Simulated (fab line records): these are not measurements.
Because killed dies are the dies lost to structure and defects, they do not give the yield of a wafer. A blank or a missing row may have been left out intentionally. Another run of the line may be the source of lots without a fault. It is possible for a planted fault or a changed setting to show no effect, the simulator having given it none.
Chamber matching	flow n5Finfet	4 sister chambers for N5_BEOL_M5_ALD_86 on aldMetal-04
The step deposits TaN, pulse time 2 s, purge time 3 s, co reactant purge time 2 s. 8 wafers are shown with their chamber, then 9 later ones without.

## EACH WAFER AND ITS CHAMBER
wafer	chamber	heaterPowerW (W)	mfcCarrierSccm (sccm)
L078.4	2	460	1503
L080.1	1	416	1490
L080.2	2	447	1505
L081.1	0	416	1496
L081.4	1	416	1504
L083.1	0	422	1497
L083.4	3	416	1503
L083.6	3	424	1508

## WAFERS MISSING THEIR CHAMBER
wafer	heaterPowerW (W)	mfcCarrierSccm (sccm)
L084.3	418	1501
L084.5	431	1493
L084.6	425	1495
L086.1	414	1507
L086.4	429	1499
L086.5	456	1494
L096.3	424	1499
L096.4	409	1505
L096.6	417	1504

## WHICH CHAMBER EACH ONE RAN IN
wafer	from the rows above	in truth
L084.3	can't be placed: 1 or 0 or 3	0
L084.5	can't be placed: 0 or 1 or 3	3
L084.6	can't be placed: 0 or 1 or 3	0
L086.1	can't be placed: 3 or 1 or 0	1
L086.4	can't be placed: 0 or 3 or 1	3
L086.5	2	2
L096.3	can't be placed: 0 or 3 or 1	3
L096.4	can't be placed: 3 or 1 or 0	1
L096.6	can't be placed: 3 or 1 or 0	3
1 of 9 placed correctly. Unplaceable from these rows: 8, with the true chamber sitting among the candidates in 8. Number placed wrongly: 0.
How it was worked out, from the rows above alone: a wafer's distance from a chamber is the root of the sum, over the readings, of the square of ((its reading less the chamber's mean) divided by the reading's scatter). The wafer belongs to the nearest chamber; if the next one is less than 2 further off, it can't be placed. For every chamber, the mean is computed from those of its wafers that are shown. The scatter is the square root of a quotient: the sum, over the shown wafers, of each reading's squared deviation from its chamber's mean, divided by wafers minus chambers.
